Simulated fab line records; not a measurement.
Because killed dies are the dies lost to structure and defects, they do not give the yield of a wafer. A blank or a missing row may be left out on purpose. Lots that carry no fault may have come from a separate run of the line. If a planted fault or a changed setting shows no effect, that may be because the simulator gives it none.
Struck lot and sound lot, side by side / flow nandHarc / 38 out of 1302 route steps
Sound: these wafers, L476.1, L476.2, L476.6. Struck: wafers L483.1, L483.3, L483.5. The cause is given at the end.
For every step that has rows: the tool of each side, followed by ch and its chambers, followed by its first start. Under that, the readings that differ: sound wafers / struck wafers / difference of the means / sigmas: that difference in standard deviations of wafers without a fault.
alike: words and numbers the same on both sides, and readings whose means are apart by under 2 such deviations; not compared: readings that were withheld, readings missing a value for some wafer, numbers with overlapping values and no deviation given by the record, and bounds like >300 which may hide the same value.
Wherever a step has rows on one side only, a row that says differs or no value, or a row with sigmas, the two part there. Non-overlapping numbers with no deviation appear without sigmas and do not part them. A reading that every wafer of one side lacks parts them only if that side has two wafers or more.

NHARC_A_BONDPAD_OVL_MEAS_35:
  struck on overlay-02, day 29 09:34; sound on overlay-02, day 25 17:03
  alike: overlayXNm, overlayYNm
then, 3 steps without rows for these wafers: NHARC_A_BONDPAD_HARDBAKE_10 (time 65 s); NHARC_A_BONDPAD_DESCUM_11 (chemistry O2, time 3 s); NHARC_A_BONDPAD_ETCH_34 (etches the open film in N2/H2, target depth 60 nm, overetch 18 nm, time 65.91 s).
NHARC_A_BONDPAD_ETCH_12: etches the open film in CHF3/O2, target depth 220 nm, time 110 s.
  sound: rieDiel-06 ch 1,3; struck: rieDiel-11 ch 1,2,3
  alike: drypumpMotorCurrentA, oesProductAu, rfVppV, showerheadPlenumPTorr, throttleValvePct
  not compared: rfHoursCounterH
NHARC_A_BONDPAD_CD_MEAS_13:
  struck on cdSem-01, day 29 10:09; sound on cdSem-02, day 25 17:29
  alike: cdNm
then, 5 steps without rows for these wafers: NHARC_A_BONDPAD_STRIP_15 (strips in O2); NHARC_A_BONDPAD_ETCH_24 (etches the open film in CF4/N2, target depth 30 nm, time 72.99 s); NHARC_A_BONDPAD_STRIP_16 (strips in post etch residue remover, time 600 s); NHARC_A_BONDPAD_DEGAS_25 (time 60 s); NHARC_A_BONDPAD_PRE_CLEAN_26 (time 30 s).
NHARC_A_BONDPAD_PVD_17: deposits TaN, target thk 5 nm, time 8.06 s.
  sound on pvdSputter-01; struck on pvdSputter-01
  alike: substrateTempC, throttleValvePct
NHARC_A_BONDPAD_PVD_27: deposits Cu, target thk 30 nm, time 20.49 s.
  struck on pvdSputter-01, day 29 11:00; sound on pvdSputter-01, day 25 18:20
  alike: substrateTempC, throttleValvePct
then, 4 steps without rows for these wafers: NHARC_A_BONDPAD_ECD_18 (material Cu, target thk 400 nm); NHARC_A_BONDPAD_ANNEAL_28 (time 90 s); NHARC_A_BONDPAD_CMP_19 (polishes, t overpolish 30 s, cu recess touch 16 s, target thk 169.82 nm); NHARC_A_BONDPAD_SRD_21 (time 30 s, dry time 20 s).
NHARC_HYBRID_BOND_ACTIVATE_00: chemistry N2, time 60 s.
  sound on rieDiel-04 ch 0,2,3, day 25 19:50; struck on rieDiel-04 ch 1,3, day 29 12:28
  alike: drypumpMotorCurrentA, oesProductAu, rfVppV, showerheadPlenumPTorr
  not compared: rfHoursCounterH
then, 4 steps without rows for these wafers: NHARC_HYBRID_BOND_PRECLEAN_01 (cleans in DIW, time 300 s); NHARC_HYBRID_BOND_SRD_02 (time 30 s, dry time 20 s); NHARC_HYBRID_BOND_BOND_03; NHARC_HYBRID_BOND_ANNEAL_04 (time 7200 s).
NHARC_HYBRID_BOND_OVL_MEAS_05:
  struck on overlay-01, day 29 19:50; sound on overlay-01, day 26 05:16
  alike: overlayXNm, overlayYNm
NHARC_THIN_TSV_GRIND_00:
  sound on grinder-01 ch 0, day 26 05:28; struck on grinder-01 ch 0, day 29 20:03
  alike: motorCurrentA, slurryFlowMlMin
then, 1 step without rows for these wafers: NHARC_THIN_TSV_CMP_01 (polishes).
NHARC_THIN_TSV_THK_MEAS_02: measures by ir.
  struck on filmMetro-01, day 29 21:32; sound on filmMetro-02, day 26 06:58
  alike: thkNm
then, 3 steps without rows for these wafers: NHARC_THIN_TSV_SRD_03; NHARC_THIN_TSV_PRECLEAN_41 (cleans in SC1); NHARC_THIN_TSV_SRD_42.
NHARC_THIN_TSV_DEP_43: deposits SiO2, target thk 1328.5 nm.
  sound on pecvd-03 ch 0,1, day 26 07:14; struck on pecvd-03 ch 0,2, day 29 21:49
  alike: throttleValvePct
then, 7 steps without rows for these wafers: NHARC_THIN_TSV_DEHYDRATE_04 (time 120 s); NHARC_THIN_TSV_HMDS_05 (time 30 s); NHARC_THIN_TSV_COAT_06; NHARC_THIN_TSV_SOFTBAKE_07 (time 95 s); NHARC_THIN_TSV_EBR_08; NHARC_THIN_TSV_EXPOSE_09 (exposes mask TSV); NHARC_THIN_TSV_PEB_10 (peb time 85 s).
NHARC_END_SORT_01:
  the record has rows for the struck wafers here (prober-02 ch 0, day 30 19:57) and none for the sound ones

== WHERE THEY PART ==
At NHARC_END_SORT_01 and nowhere else, as far as this record goes.

WHY: what had been put in by the simulator
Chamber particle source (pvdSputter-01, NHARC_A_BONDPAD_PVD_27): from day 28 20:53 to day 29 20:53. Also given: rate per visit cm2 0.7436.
